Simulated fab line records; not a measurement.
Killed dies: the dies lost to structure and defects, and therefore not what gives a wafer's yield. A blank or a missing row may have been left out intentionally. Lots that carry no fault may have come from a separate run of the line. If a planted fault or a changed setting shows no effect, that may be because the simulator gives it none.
A single fault, viewed from 3 desks ; flow n5 finfet ; each desk has only its own numbers; what lay behind them comes last

== THE DEFECT DESK ==
Inspection counts along the route, by lot: the mean over sampled wafers that carry a number. A lot is out of limits, marked OUT, if its mean lies more than 4 standard deviations from the usual mean; the brackets give that distance.
Columns: A = raw defect count at N5_BEOL_M7_INSPECT_13, usual 396
lot;first seen here;A
L372;day 9 09:28;404
L376;day 10 14:42;465
L381;day 12 11:21;377
L390;day 14 01:23;246
L393;day 14 21:23;435
Finding of this desk: none of the 5 lots has anything out of limits.

== FROM THE METROLOGY DESK ==
Means of the sampled wafers that have a number, per lot and without regard to the tool the lot ran on: this is what the gauges read. A lot is out of limits, marked OUT, if its mean lies more than 4 standard deviations from the usual mean; the brackets give that distance.
Columns: A = cd nm at N5_BEOL_M7_CD_MEAS_11, usual 38.7 nm; B = M7_OVL at N5_BEOL_M7_OVL_MEAS_12, usual 0.2 nm; C = cd nm at N5_BEOL_M7_CD_MEAS_18, usual 40.3 nm
lot;first seen here;A;B;C
L372;day 9 09:25;38.1;0.3;39.6
L376;day 10 14:38;38.9;1.6;40.4
L381;day 12 11:18;38.9;0.2;41.5
L390;day 14 01:19;39.2;-0.9;40.9
L393;day 14 21:20;39.0;1.0;40.3
Finding of this desk: none of the 5 lots has anything out of limits.

== FOR THE TOOL OWNER'S DESK: rie diel-05 ==
The tool's own readings at N5_BEOL_M7_ETCH_62 (etches SOC in N2/H2, target depth 110 nm, overetch 22 nm, time 165 s): means of the sampled wafers that have a number, for each lot that ran on this tool. A lot is out of limits, marked OUT, if its mean lies more than 4 standard deviations from the usual mean; the brackets give that distance.
Columns: A = drypump motor current A at N5_BEOL_M7_ETCH_62, usual 5.8 A; B = oes product au at N5_BEOL_M7_ETCH_62, usual 0.68 a.u.; C = rf vpp V at N5_BEOL_M7_ETCH_62, usual 524.3 V; D = showerhead plenum p Torr at N5_BEOL_M7_ETCH_62, usual 2.56 Torr; E = temp c at N5_BEOL_M7_ETCH_62, usual 39.99 C; F = throttle valve pct at N5_BEOL_M7_ETCH_62, usual 17.74 %
lot;first seen here;A;B;C;D;E;F
L376;day 10 14:55;6.1;0.67;523.9;2.55;39.94;17.86
L381;day 12 11:35;6.1;0.66;523.7;2.54;40.09;17.89
Finding of this desk: none of the 2 lots has anything out of limits.

== PUT TOGETHER ==
Nothing out of limits was seen by the defect desk.
At the metrology desk, nothing out of limits was observed.
The desk of the tool owner found nothing out of limits.

== WHAT HAD BEEN PUT IN BY THE SIMULATOR ==
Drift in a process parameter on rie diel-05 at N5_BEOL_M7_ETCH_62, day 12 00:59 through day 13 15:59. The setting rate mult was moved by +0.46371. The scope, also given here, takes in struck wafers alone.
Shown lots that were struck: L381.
